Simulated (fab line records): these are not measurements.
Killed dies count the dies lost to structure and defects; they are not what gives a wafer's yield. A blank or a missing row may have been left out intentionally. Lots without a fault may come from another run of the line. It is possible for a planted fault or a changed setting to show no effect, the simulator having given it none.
Matching of chambers + flow n5 finfet + rie diel-02 running N5_BEOL_M2_ETCHBACK_99: 4 sister chambers
The step etches SiO2 in CHF3, target depth 5 nm, time 10.4 s. 8 wafers are shown with their chamber, then 7 later ones without.

## EACH WAFER AND ITS CHAMBER
| wafer  | chamber | showerhead plenum p Torr (Torr) | throttle valve pct (%) |
|--------|---------|---------------------------------|------------------------|
| L074.4 | 1       | 2.21                            | 17.12                  |
| L087.4 | 1       | 2.20                            | 17.18                  |
| L087.5 | 2       | 2.26                            | 16.99                  |
| L088.2 | 0       | 2.29                            | 16.72                  |
| L088.3 | 3       | 2.07                            | 16.99                  |
| L088.5 | 0       | 2.29                            | 16.71                  |
| L089.1 | 2       | 2.25                            | 16.98                  |
| L089.2 | 3       | 2.07                            | 16.98                  |

## WAFERS WHOSE CHAMBER IS MISSING
| wafer  | showerhead plenum p Torr (Torr) | throttle valve pct (%) |
|--------|---------------------------------|------------------------|
| L089.4 | 2.29                            | 16.71                  |
| L090.1 | 2.07                            | 17.00                  |
| L090.2 | 2.20                            | 17.20                  |
| L090.3 | 2.25                            | 16.98                  |
| L097.1 | 2.29                            | 16.74                  |
| L097.3 | 2.07                            | 17.01                  |
| L097.6 | 2.07                            | 17.01                  |

## WHICH CHAMBER EACH ONE RAN IN
| wafer  | from the rows above | in truth |
|--------|---------------------|----------|
| L089.4 | 0                   | 0        |
| L090.1 | 3                   | 3        |
| L090.2 | 1                   | 1        |
| L090.3 | 2                   | 2        |
| L097.1 | 0                   | 0        |
| L097.3 | 3                   | 3        |
| L097.6 | 3                   | 3        |
Correct placement for 7 of the 7. Not placeable from these rows: 0. 0 placed wrongly.
How it was worked out, from the rows above alone: a wafer's distance from a chamber is the root of the sum, over the readings, of the square of ((its reading less the chamber's mean) divided by the reading's scatter). If the next closest chamber is less than 2 further off than the closest, the wafer can't be placed; otherwise it belongs to the closest. For every chamber, the mean is computed from those of its wafers that are shown. The scatter: the root of (the sum of the squares of (reading less its chamber's mean) over the shown wafers, divided by (wafers less chambers)).
